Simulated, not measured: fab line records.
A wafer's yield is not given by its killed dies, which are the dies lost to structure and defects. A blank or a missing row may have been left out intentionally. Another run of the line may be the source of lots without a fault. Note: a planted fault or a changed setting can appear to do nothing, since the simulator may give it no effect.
A struck lot beside a sound one    flow nand_harc    17 out of 1302 route steps
Sound: these wafers, L301.3, L301.4, L301.5. Struck: wafers L304.3, L304.5, L304.6. At the end, the cause is stated.
For every step that has rows: the tool of each side, followed by ch and its chambers, followed by its first start. Under that, the readings that differ: sound wafers    struck wafers    difference of the means    sigmas: that difference in standard deviations of wafers without a fault.
alike: a reading whose means differ by less than 2 such deviations, as well as words and numbers matching on both sides. not compared: withheld readings; readings where some wafer has no value; bounds like >300 that might hide an equal value; numbers whose values overlap and for which the record gives no deviation.
A row with sigmas, a row that says differs or no value, or rows on one side alone: a step with any of these is where the two part. When numbers do not overlap yet have no deviation, they are printed without sigmas and do not part them. A reading missing from all wafers of one side parts the sides only when that side holds two or more wafers.

NHARC_P_GATE_CD_MEAS_46: the cd target is 720 nm.
  sound on cd_sem-03 ch 0, day 7 19:35; struck on cd_sem-03 ch 0, day 8 19:07
  alike: cd_nm
then, 1 step without rows for these wafers: NHARC_P_GATE_HARDBAKE_47 (time 80 s).
NHARC_P_GATE_DESCUM_48: chemistry O2, time 3 s.
  sound on rie_diel-03 ch 1,3, day 7 19:44; struck on rie_diel-04 ch 1,2, day 8 19:16
  alike: drypump_motor_current_A, oes_product_au, rf_vpp_V, showerhead_plenum_p_Torr, throttle_valve_pct
  not compared: rf_hours_counter_h
following that, these wafers have no rows for 1 step: NHARC_P_GATE_IMPLANT_49.
NHARC_P_GATE_STRIP_111: strips in N2/H2, time 250 s.
  sound on plasma_asher-02 ch 0,1, day 7 20:13; struck on plasma_asher-01 ch 0,1, day 8 19:48
  alike: drypump_motor_current_A, heater_power_w, rf_refl_power_W
  not compared: rf_hours_counter_h
NHARC_P_GATE_STRIP_75: strips in O2.
  sound on plasma_asher-02 ch 0,1, day 7 20:26; struck on plasma_asher-01 ch 0,1, day 8 19:59
  alike: drypump_motor_current_A, heater_power_w, rf_refl_power_W
  not compared: rf_hours_counter_h
then, 6 steps without rows for these wafers: NHARC_P_GATE_STRIP_50 (strips in SPM, time 900 s); NHARC_P_GATE_DEHYDRATE_51 (time 120 s); NHARC_P_GATE_HMDS_52 (time 30 s); NHARC_P_GATE_COAT_53; NHARC_P_GATE_SOFTBAKE_54 (time 95 s); NHARC_P_GATE_EBR_55.
NHARC_P_GATE_EXPOSE_56: exposes mask P PSD, target cd 720 nm.
  sound on krf_scanner-04 ch 0, day 7 21:04; struck on krf_scanner-02 ch 0, day 8 20:44
reading  sound                    struck                            difference  sigmas
mask     P_PSD#0 P_PSD#0 P_PSD#0  P_PSD_R1#0 P_PSD_R1#0 P_PSD_R1#0  differs     
  alike: focus_offset_nm
then, 2 steps without rows for these wafers: NHARC_P_GATE_PEB_57 (peb time 85 s); NHARC_P_GATE_DEVELOP_58 (time 70 s).
NHARC_P_GATE_CD_MEAS_59: the cd target is 720 nm.
  sound on cd_sem-02 ch 0, day 7 21:13; struck on cd_sem-01 ch 0
reading     sound              struck             difference  sigmas
cd_nm (nm)  716.2 719.4 717.1  701.6 701.8 706.0  -14.4       -7
  not compared: hold
-- the record jumps here: 19 days lie between the struck wafers' starts before and after (it left off in module P_GATE and takes up again in module END, whose first step shown is number 1302 of the route) --
NHARC_END_SORT_01:
  the record has rows for the struck wafers here (prober-02 ch 0, day 28 03:46) and none for the sound ones

WHERE THEY PART
At NHARC_P_GATE_EXPOSE_56 first; at NHARC_END_SORT_01 last (within this record only).

WHY: what had been put in by the simulator
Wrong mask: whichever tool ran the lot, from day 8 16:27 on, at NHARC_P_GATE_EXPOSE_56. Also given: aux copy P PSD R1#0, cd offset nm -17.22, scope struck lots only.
